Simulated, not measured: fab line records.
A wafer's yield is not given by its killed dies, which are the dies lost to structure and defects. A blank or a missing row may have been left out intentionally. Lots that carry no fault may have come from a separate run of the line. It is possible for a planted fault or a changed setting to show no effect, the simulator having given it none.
fab line records	flow nand-harc
record lots=24	wafers=72	last-day=34
route steps=1302 shown A_CONTACT@1056 A_M0@1148 A_M1@1179
lots with no fault: from the same line, run without faults
start-h: hours from the record's opening day to when the first of the lot's shown wafers began	wait-h: hours elapsed since this lot's preceding step	" as in the row above	L1.1+2: several wafers, shown together as one row	- either no value or no given start	* or withheld: withheld	< > ~ a bound
route shown NAME@n: NAME is a module with steps in the file, n the number in the route of the first one	usual: mean and standard deviation over wafers with no fault	same: alike in all rows	chamber/n: place in a boat	sites: each site's reading	_std_site: standard deviation of those values	_edge_site: inner sites' mean taken away from outer sites' mean	radius-mm: for every site, how far away it sits from the centre of the wafer	mask NAME#n: copy n	behind: the tool/chamber that last shaped the wafer	hold: cause of the lot's hold/its duration in hours/its outcome	device: transistor that didn't switch, given as n, p or np	end of line: tests of these same wafers at the route's end	a step with no rows: only its recipe	killed: dies that structure and defects cost at the first sort, which is not the same as the wafer's yield	map: dies across one wafer; x = killed, . = not, _ = none there
set.NAME: the setting as run; set.NAME@STEP: as run at that earlier step	model.NAME: the simulator's own value behind a step, which no gauge read
route steps across a sampled set of lots; one table per step, one row per wafer
services: from which hour (start-h, from the record's first day; less than 0 if before it) a tool's chamber was out of use, for how many hours, and why
## steps
# step NHARC_A_CONTACT_ETCH_133
# recipe source-w=withheld	pressure-mtorr=20	bias-v=400	time-s=374	target-depth-a=16100	ar-flow-sccm=withheld	c4f8-flow-sccm=11.5	o2-flow-sccm=7.2	chemistry=C4F8/O2/Ar
lot.wafer	tool	chamber	start-h	wait-h	rf-hours-counter-h
L076.2	har-cap-etch-03	0	515.36	0.1	43
L076.1	"	1	"	"	43
L076.3	"	1	"	"	-
L075.3	har-cap-etch-02	1	515.76	0.3	-
L075.5	"	0	"	"	-
L075.6	"	1	"	"	-
L074.2	har-cap-etch-01	0	518.48	0.1	1
L074.1	"	1	"	"	1
L074.5	"	1	"	"	-
L077.2	har-cap-etch-02	1	530.93	0.2	97
L077.3	"	1	"	"	-
L077.6	"	1	"	"	-
L078.2	har-cap-etch-02	0	544.69	0.1	99
L078.4	"	1	"	"	-
L078.5	"	1	"	"	-
L079.3	har-cap-etch-03	1	566.61	0.2	-
L079.4	"	0	"	"	-
L079.5	"	0	"	"	-
L082.1	har-cap-etch-02	0	573.52	0.2	103
L082.5	"	1	"	"	-
L082.6	"	0	"	"	-
L080.3	har-cap-etch-01	1	574.26	0.2	-
L080.5	"	1	"	"	-
L080.6	"	0	"	"	-
L081.1	har-cap-etch-02	1	600.55	0.2	108
L081.4	"	0	"	"	-
L081.3	"	1	"	"	-
L083.1	har-cap-etch-01	0	605.93	0.2	17
L083.6	"	1	"	"	-
L083.5	"	0	"	"	-
L085.1	har-cap-etch-03	1	609.49	0.2	58
L085.3	"	0	"	"	-
L085.5	"	1	"	"	-
L084.1	har-cap-etch-02	0	610.99	0.2	110
L084.3	"	1	"	"	-
L084.6	"	0	"	"	-
L086.1	har-cap-etch-01	0	630.28	0.1	21
L086.4	"	1	"	"	-
L086.5	"	0	"	"	-
L088.1	har-cap-etch-01	0	646.50	0.3	25
L088.4	"	1	"	"	-
L088.5	"	0	"	"	-
L090.2	har-cap-etch-02	0	650.30	0.1	117
L090.1	"	1	"	"	117
L090.3	"	1	"	"	-
L087.2	har-cap-etch-01	1	651.96	0.1	27
L087.1	"	0	"	"	27
L087.3	"	0	"	"	-
L091.1	har-cap-etch-03	0	655.91	0.1	70
L091.5	"	0	"	"	-
L091.6	"	1	"	"	-
L089.3	har-cap-etch-01	1	659.08	0.3	-
L089.5	"	0	"	"	-
L089.6	"	1	"	"	-
L092.2	har-cap-etch-03	0	675.18	0.1	74
L092.1	"	1	"	"	74
L092.5	"	0	"	"	-
L095.1	har-cap-etch-02	1	699.90	0.2	126
L095.3	"	0	"	"	-
L095.4	"	1	"	"	-
L094.1	har-cap-etch-03	0	703.81	0.2	78
L094.3	"	1	"	"	-
L094.4	"	0	"	"	-
L093.2	har-cap-etch-01	1	706.22	0.1	37
L093.4	"	1	"	"	-
L093.6	"	1	"	"	-
L096.1	har-cap-etch-02	0	735.22	0.1	131
L096.4	"	0	"	"	-
L096.6	"	0	"	"	-
L097.1	har-cap-etch-03	1	738.11	0.1	84
L097.2	"	0	"	"	84
L097.5	"	0	"	"	-
# step NHARC_A_CONTACT_INSPECT_10
# usual raw-defect-count=87/33
lot.wafer	tool	chamber	start-h	wait-h	raw-defect-count
L076.1	defect-inspect-02	-	521.11	0.0	105
L076.2	"	-	"	"	131
L076.3	"	-	"	"	134
L075.3	defect-inspect-02	-	521.28	0.0	96
L075.5	"	-	"	"	108
L075.6	"	-	"	"	95
L074.1	defect-inspect-02	-	523.00	0.0	112
L074.2	"	-	"	"	105
L074.5	"	-	"	"	100
L077.2	defect-inspect-02	-	536.12	0.0	107
L077.3	"	-	"	"	122
L077.6	"	-	"	"	106
L078.2	defect-inspect-02	-	550.77	0.0	111
L078.4	"	-	"	"	86
L078.5	"	-	"	"	100
L079.3	defect-inspect-02	-	572.08	0.0	124
L079.4	"	-	"	"	120
L079.5	"	-	"	"	109
L082.1	defect-inspect-02	-	577.98	0.0	30
L082.5	"	-	"	"	35
L082.6	"	-	"	"	35
L080.3	defect-inspect-01	-	580.81	0.0	81
L080.5	"	-	"	"	110
L080.6	"	-	"	"	100
L081.1	defect-inspect-02	-	608.49	0.0	131
L081.3	"	-	"	"	132
L081.4	"	-	"	"	147
L083.1	defect-inspect-02	-	610.48	0.0	14
L083.5	"	-	"	"	23
L083.6	"	-	"	"	14
L085.1	defect-inspect-01	-	614.03	0.0	109
L085.3	"	-	"	"	126
L085.5	"	-	"	"	123
L084.1	defect-inspect-01	-	617.56	0.0	92
L084.3	"	-	"	"	80
L084.6	"	-	"	"	80
L086.1	defect-inspect-01	-	634.84	0.0	113
L086.4	"	-	"	"	95
L086.5	"	-	"	"	116
L088.1	defect-inspect-01	-	653.94	0.0	68
L088.4	"	-	"	"	83
L088.5	"	-	"	"	77
L090.1	defect-inspect-01	-	657.70	0.0	81
L090.2	"	-	"	"	80
L090.3	"	-	"	"	93
L087.1	defect-inspect-02	-	659.59	0.0	90
L087.2	"	-	"	"	81
L087.3	"	-	"	"	94
L091.1	defect-inspect-01	-	661.17	0.0	134
L091.5	"	-	"	"	132
L091.6	"	-	"	"	171
L089.3	defect-inspect-01	-	664.40	0.0	71
L089.5	"	-	"	"	74
L089.6	"	-	"	"	63
L092.1	defect-inspect-02	-	682.24	0.0	36
L092.2	"	-	"	"	32
L092.5	"	-	"	"	48
L095.1	defect-inspect-01	-	704.87	0.0	82
L095.3	"	-	"	"	90
L095.4	"	-	"	"	95
L094.1	defect-inspect-02	-	708.61	0.0	19
L094.3	"	-	"	"	37
L094.4	"	-	"	"	28
L093.2	defect-inspect-02	-	711.27	0.0	67
L093.4	"	-	"	"	65
L093.6	"	-	"	"	71
L096.1	defect-inspect-01	-	748.31	0.0	85
L096.4	"	-	"	"	83
L096.6	"	-	"	"	91
L097.1	defect-inspect-01	-	749.92	0.0	76
L097.2	"	-	"	"	93
L097.5	"	-	"	"	93
# step NHARC_A_M0_OVL_MEAS_10
# recipe pitch-nm=160
# usual overlay-x-nm=0.1/0.95	overlay-y-nm=0.0/0.72
lot.wafer	tool	chamber	start-h	wait-h	overlay-x-nm	overlay-y-nm
L076.1	overlay-01	-	531.81	-	-0.1	0.1
L076.2	"	-	"	"	0.1	0.0
L076.3	"	-	"	"	0.5	0.6
L075.3	overlay-01	-	531.96	-	1.9	0.1
L075.5	"	-	"	"	1.7	0.6
L075.6	"	-	"	"	1.0	0.0
L074.1	overlay-01	-	533.44	-	1.3	-0.4
L074.2	"	-	"	"	0.7	0.4
L074.5	"	-	"	"	1.1	0.2
L077.2	overlay-02	-	546.70	-	0.7	1.7
L077.3	"	-	"	"	0.9	1.1
L077.6	"	-	"	"	1.1	1.4
L078.2	overlay-02	-	561.40	-	1.8	-0.2
L078.4	"	-	"	"	1.5	-0.3
L078.5	"	-	"	"	1.5	-0.8
L079.3	overlay-01	-	582.54	-	-1.1	1.1
L079.4	"	-	"	"	-1.1	1.8
L079.5	"	-	"	"	-0.8	1.3
L082.1	overlay-02	-	588.73	-	0.9	-0.4
L082.5	"	-	"	"	1.4	-0.6
L082.6	"	-	"	"	1.1	-0.4
L080.3	overlay-02	-	591.16	-	-0.6	0.3
L080.5	"	-	"	"	-0.2	0.6
L080.6	"	-	"	"	-0.1	0.5
L081.1	overlay-02	-	619.08	-	-0.2	-0.1
L081.3	"	-	"	"	-0.1	0.8
L081.4	"	-	"	"	0.7	0.4
L083.1	overlay-01	-	620.85	-	-0.4	-1.0
L083.5	"	-	"	"	-0.6	-0.9
L083.6	"	-	"	"	-0.8	-0.5
L085.1	overlay-01	-	624.40	-	-0.9	-0.1
L085.3	"	-	"	"	-0.4	-0.4
L085.5	"	-	"	"	-0.5	0.1
L084.1	overlay-01	-	628.14	-	0.2	0.3
L084.3	"	-	"	"	0.3	1.0
L084.6	"	-	"	"	0.7	0.5
L086.1	overlay-02	-	645.03	-	0.1	0.1
L086.4	"	-	"	"	0.9	0.7
L086.5	"	-	"	"	0.2	1.0
L088.1	overlay-01	-	664.14	-	1.0	-0.8
L088.4	"	-	"	"	0.7	-0.6
L088.5	"	-	"	"	1.1	-0.9
L090.1	overlay-01	-	668.63	-	-0.7	-0.2
L090.2	"	-	"	"	-0.4	0.0
L090.3	"	-	"	"	-0.6	0.2
L091.1	overlay-01	-	671.77	-	-1.0	-0.7
L091.5	"	-	"	"	-0.9	-1.2
L091.6	"	-	"	"	-1.0	-1.1
L087.1	overlay-01	-	672.74	-	-0.8	-1.1
L087.2	"	-	"	"	-1.1	-0.4
L087.3	"	-	"	"	-1.0	-0.1
L089.3	overlay-02	-	674.84	-	-1.3	0.3
L089.5	"	-	"	"	-1.3	0.3
L089.6	"	-	"	"	-1.0	-0.1
L092.1	overlay-02	-	692.66	-	2.1	-0.4
L092.2	"	-	"	"	1.6	-1.1
L092.5	"	-	"	"	1.5	-0.4
L095.1	overlay-02	-	716.08	-	-0.2	-0.6
L095.3	"	-	"	"	-0.2	0.5
L095.4	"	-	"	"	0.3	-0.2
L094.1	overlay-02	-	719.11	-	0.3	-0.5
L094.3	"	-	"	"	0.6	-0.6
L094.4	"	-	"	"	0.3	0.2
L093.2	overlay-01	-	721.45	-	0.6	-1.5
L093.4	"	-	"	"	0.4	-1.2
L093.6	"	-	"	"	-0.2	-0.9
L096.1	overlay-02	-	758.76	-	-1.1	0.2
L096.4	"	-	"	"	-0.8	-0.1
L096.6	"	-	"	"	-1.3	-0.4
L097.1	overlay-02	-	760.14	-	1.0	-0.4
L097.2	"	-	"	"	1.3	0.5
L097.5	"	-	"	"	0.9	0.4
# step NHARC_A_M0_CMP_23
# recipe t-overpolish-s=20	target-thk-nm=113.75
# usual edge-zone-pressure-frac=1.000/0.005	motor-current-A=12.0/1.7	time-to-endpoint-s=27.7/2.5
lot.wafer	tool	chamber	start-h	wait-h	edge-zone-pressure-frac	motor-current-A	time-to-endpoint-s
L076.2	cmp-03	0	533.98	-	1.004	13.0	27.5
L076.3	"	1	"	"	1.002	11.0	30.3
L076.1	"	2	"	"	1.004	11.6	30.1
L075.3	cmp-01	2	534.09	-	1.002	11.1	28.1
L075.5	"	2	"	"	0.991	10.9	28.0
L075.6	"	3	"	"	0.994	11.3	25.8
L074.1	cmp-03	3	535.58	-	1.008	15.1	26.3
L074.2	"	2	"	"	0.996	11.9	29.6
L074.5	"	0	"	"	0.993	12.5	25.7
L077.3	cmp-03	0	548.87	-	0.996	12.8	28.5
L077.2	"	2	"	"	1.005	12.0	26.6
L077.6	"	0	"	"	0.988	12.8	25.0
L078.4	cmp-03	3	563.61	-	1.008	15.5	26.7
L078.2	"	0	"	"	0.991	12.6	27.0
L078.5	"	1	"	"	1.000	10.9	28.6
L079.4	cmp-04	3	584.72	-	0.999	10.6	30.0
L079.3	"	0	"	"	1.004	9.6	28.5
L079.5	"	1	"	"	0.996	12.5	25.5
L082.1	cmp-03	2	590.95	-	0.999	12.1	32.1
L082.6	"	2	"	"	0.998	11.9	28.6
L082.5	"	3	"	"	1.002	15.2	29.7
L080.3	cmp-04	0	593.78	-	1.005	9.9	29.9
L080.6	"	1	"	"	1.001	13.1	27.7
L080.5	"	2	"	"	0.999	13.4	28.7
L081.3	cmp-01	0	621.24	-	1.002	9.4	29.0
L081.1	"	1	"	"	1.002	11.7	29.3
L081.4	"	2	"	"	0.999	11.0	30.0
L083.1	cmp-04	0	622.95	-	0.999	9.6	27.7
L083.5	"	0	"	"	0.992	10.0	29.0
L083.6	"	1	"	"	1.006	13.9	27.7
L085.3	cmp-04	3	626.53	-	0.995	10.6	30.6
L085.1	"	0	"	"	1.002	10.2	30.1
L085.5	"	2	"	"	1.010	13.0	27.2
L084.3	cmp-03	3	630.22	-	0.995	15.0	26.2
L084.1	"	0	"	"	1.010	12.1	25.9
L084.6	"	0	"	"	1.001	12.4	26.7
L086.1	cmp-03	1	647.16	-	0.998	10.6	29.1
L086.4	"	2	"	"	1.002	11.5	29.3
L086.5	"	1	"	"	1.012	10.7	29.1
L088.4	cmp-04	1	666.29	-	1.003	13.8	30.0
L088.1	"	3	"	"	1.003	10.2	33.3
L088.5	"	2	"	"	0.995	12.5	30.8
L090.2	cmp-01	1	670.82	-	1.000	11.5	26.6
L090.1	"	3	"	"	0.998	10.9	30.1
L090.3	"	0	"	"	1.008	9.3	30.3
L091.1	cmp-03	3	673.97	-	1.007	15.1	23.8
L091.6	"	2	"	"	1.002	11.7	27.4
L091.5	"	3	"	"	1.007	14.9	24.6
L087.1	cmp-03	0	675.27	-	1.001	12.8	24.8
L087.2	"	1	"	"	1.002	10.6	27.8
L087.3	"	2	"	"	0.990	11.8	27.1
L089.3	cmp-01	3	677.06	-	1.005	11.5	27.9
L089.5	"	3	"	"	1.002	11.0	26.2
L089.6	"	0	"	"	1.000	9.3	30.5
L092.1	cmp-03	3	695.03	-	0.994	16.4	24.3
L092.2	"	1	"	"	0.998	10.7	28.3
L092.5	"	3	"	"	0.992	14.9	25.4
L095.1	cmp-04	3	718.18	-	1.005	10.5	27.4
L095.4	"	0	"	"	1.000	9.7	24.5
L095.3	"	2	"	"	0.995	12.7	21.0
L094.3	cmp-03	2	721.22	-	1.004	11.5	24.1
L094.4	"	3	"	"	1.010	15.5	27.0
L094.1	"	1	"	"	1.001	10.4	27.0
L093.4	cmp-04	1	723.60	-	0.993	13.4	27.3
L093.2	"	2	"	"	1.006	12.1	27.0
L093.6	"	3	"	"	1.006	10.5	26.3
L096.4	cmp-03	1	760.86	-	0.997	10.9	30.2
L096.1	"	2	"	"	0.998	11.9	28.1
L096.6	"	1	"	"	0.997	10.5	29.9
L097.1	cmp-01	2	762.38	-	0.999	10.8	25.6
L097.2	"	0	"	"	0.997	9.4	25.6
L097.5	"	2	"	"	0.993	11.0	26.1
# step NHARC_A_M0_INSPECT_27
# usual raw-defect-count=532/130
lot.wafer	tool	chamber	start-h	wait-h	raw-defect-count
L076.1	defect-inspect-01	-	534.45	0.0	757
L076.2	"	-	"	"	503
L076.3	"	-	"	"	513
L075.3	defect-inspect-02	-	534.56	0.0	472
L075.5	"	-	"	"	446
L075.6	"	-	"	"	389
L074.1	defect-inspect-01	-	536.08	0.0	601
L074.2	"	-	"	"	533
L074.5	"	-	"	"	517
L077.2	defect-inspect-02	-	549.32	0.0	441
L077.3	"	-	"	"	492
L077.6	"	-	"	"	483
L078.2	defect-inspect-02	-	564.03	0.0	570
L078.4	"	-	"	"	628
L078.5	"	-	"	"	865
L079.3	defect-inspect-01	-	585.14	0.0	699
L079.4	"	-	"	"	799
L079.5	"	-	"	"	689
L082.1	defect-inspect-02	-	591.42	0.0	316
L082.5	"	-	"	"	372
L082.6	"	-	"	"	344
L080.3	defect-inspect-01	-	594.17	0.0	532
L080.5	"	-	"	"	366
L080.6	"	-	"	"	588
L081.1	defect-inspect-02	-	621.68	0.0	601
L081.3	"	-	"	"	538
L081.4	"	-	"	"	680
L083.1	defect-inspect-01	-	623.42	0.0	443
L083.5	"	-	"	"	362
L083.6	"	-	"	"	528
L085.1	defect-inspect-01	-	626.97	0.0	619
L085.3	"	-	"	"	794
L085.5	"	-	"	"	641
L084.1	defect-inspect-02	-	630.70	0.0	542
L084.3	"	-	"	"	534
L084.6	"	-	"	"	480
L086.1	defect-inspect-02	-	647.60	0.0	848
L086.4	"	-	"	"	407
L086.5	"	-	"	"	601
L088.1	defect-inspect-02	-	666.76	0.0	510
L088.4	"	-	"	"	505
L088.5	"	-	"	"	565
L090.1	defect-inspect-01	-	671.31	0.0	617
L090.2	"	-	"	"	507
L090.3	"	-	"	"	550
L091.1	defect-inspect-01	-	674.41	0.0	506
L091.5	"	-	"	"	637
L091.6	"	-	"	"	600
L087.1	defect-inspect-01	-	675.75	0.0	409
L087.2	"	-	"	"	489
L087.3	"	-	"	"	362
L089.3	defect-inspect-01	-	677.53	0.0	504
L089.5	"	-	"	"	503
L089.6	"	-	"	"	490
L092.1	defect-inspect-02	-	695.48	0.0	358
L092.2	"	-	"	"	421
L092.5	"	-	"	"	398
L095.1	defect-inspect-02	-	718.67	0.0	537
L095.3	"	-	"	"	427
L095.4	"	-	"	"	498
L094.1	defect-inspect-02	-	721.69	0.0	397
L094.3	"	-	"	"	406
L094.4	"	-	"	"	676
L093.2	defect-inspect-02	-	724.02	0.0	357
L093.4	"	-	"	"	455
L093.6	"	-	"	"	822
L096.1	defect-inspect-01	-	761.34	0.0	485
L096.4	"	-	"	"	557
L096.6	"	-	"	"	645
L097.1	defect-inspect-01	-	762.85	0.0	587
L097.2	"	-	"	"	448
L097.5	"	-	"	"	515
# step NHARC_A_M1_CD_MEAS_09
# recipe target-cd-nm=120	landing-energy-ev=500
# usual cd-nm=120.1/0.56
lot.wafer	tool	chamber	start-h	wait-h	cd-nm
L076.1	cd-sem-03	0	535.69	-	120.0
L076.2	"	0	"	"	119.5
L076.3	"	0	"	"	120.0
L075.3	cd-sem-01	0	536.13	-	119.6
L075.5	"	0	"	"	120.1
L075.6	"	0	"	"	120.6
L074.1	cd-sem-02	0	537.44	-	119.7
L074.2	"	0	"	"	120.0
L074.5	"	0	"	"	120.0
L077.2	cd-sem-03	0	551.02	-	119.9
L077.3	"	0	"	"	120.0
L077.6	"	0	"	"	119.9
L078.2	cd-sem-01	0	565.30	-	119.4
L078.4	"	0	"	"	119.4
L078.5	"	0	"	"	119.6
L079.3	cd-sem-03	0	586.58	-	120.1
L079.4	"	0	"	"	119.8
L079.5	"	0	"	"	120.6
L082.1	cd-sem-03	0	592.69	-	120.4
L082.5	"	0	"	"	120.0
L082.6	"	0	"	"	119.9
L080.3	cd-sem-03	0	595.56	-	119.7
L080.5	"	0	"	"	119.6
L080.6	"	0	"	"	120.2
L081.1	cd-sem-02	0	623.76	-	120.3
L081.3	"	0	"	"	120.9
L081.4	"	0	"	"	120.6
L083.1	cd-sem-01	0	625.35	-	119.5
L083.5	"	0	"	"	120.4
L083.6	"	0	"	"	120.5
L085.1	cd-sem-01	0	628.24	-	120.2
L085.3	"	0	"	"	119.9
L085.5	"	0	"	"	120.8
L084.1	cd-sem-03	0	632.07	-	120.3
L084.3	"	0	"	"	120.1
L084.6	"	0	"	"	120.3
L086.1	cd-sem-02	0	648.98	-	119.5
L086.4	"	0	"	"	120.1
L086.5	"	0	"	"	120.1
L088.1	cd-sem-02	0	668.15	-	119.2
L088.4	"	0	"	"	120.2
L088.5	"	0	"	"	120.5
L090.1	cd-sem-03	0	672.70	-	119.9
L090.2	"	0	"	"	120.5
L090.3	"	0	"	"	120.1
L091.1	cd-sem-02	0	675.78	-	120.9
L091.5	"	0	"	"	120.4
L091.6	"	0	"	"	120.9
L087.1	cd-sem-01	0	677.19	-	120.5
L087.2	"	0	"	"	120.1
L087.3	"	0	"	"	119.9
L089.3	cd-sem-03	0	678.93	-	120.1
L089.5	"	0	"	"	119.6
L089.6	"	0	"	"	119.1
L092.1	cd-sem-02	0	696.72	-	120.1
L092.2	"	0	"	"	120.4
L092.5	"	0	"	"	120.2
L095.1	cd-sem-03	0	720.06	-	120.4
L095.3	"	0	"	"	120.5
L095.4	"	0	"	"	119.8
L094.1	cd-sem-02	0	723.09	-	120.5
L094.3	"	0	"	"	120.9
L094.4	"	0	"	"	121.7
L093.2	cd-sem-02	0	725.27	-	119.1
L093.4	"	0	"	"	119.2
L093.6	"	0	"	"	119.7
L096.1	cd-sem-03	0	762.75	-	121.1
L096.4	"	0	"	"	120.1
L096.6	"	0	"	"	121.6
L097.1	cd-sem-02	0	764.25	-	120.5
L097.2	"	0	"	"	120.0
L097.5	"	0	"	"	119.3
## services
tool	chamber	start-h	hours	kind
cmp-01	-	492.24	4.0	pm
cmp-01	-	496.44	2.6	repair
har-cap-etch-01	-	498.16	17.0	pm
cmp-04	-	503.06	4.0	pm
cmp-04	-	514.29	1.1	repair
cmp-04	-	520.76	16.2	repair
cmp-03	-	531.00	1.0	repair
cmp-04	-	546.15	0.9	repair
cmp-01	-	547.87	1.2	repair
cmp-03	-	554.33	4.0	pm
cmp-03	-	569.78	1.8	repair
cmp-04	-	584.85	8.8	repair
cmp-01	-	590.24	4.0	pm
har-cap-etch-02	-	596.77	0.3	repair
cmp-04	-	601.06	4.0	pm
cmp-01	-	621.96	1.3	repair
cmp-03	-	652.33	4.0	pm
cmp-01	-	688.24	4.0	pm
cmp-04	-	699.21	4.0	pm
har-cap-etch-01	-	707.27	0.3	repair
cmp-01	-	717.56	2.8	repair
cmp-04	-	724.31	6.8	repair
cmp-03	-	750.33	4.0	pm
har-cap-etch-02	-	754.00	17.0	pm
## key
fault none
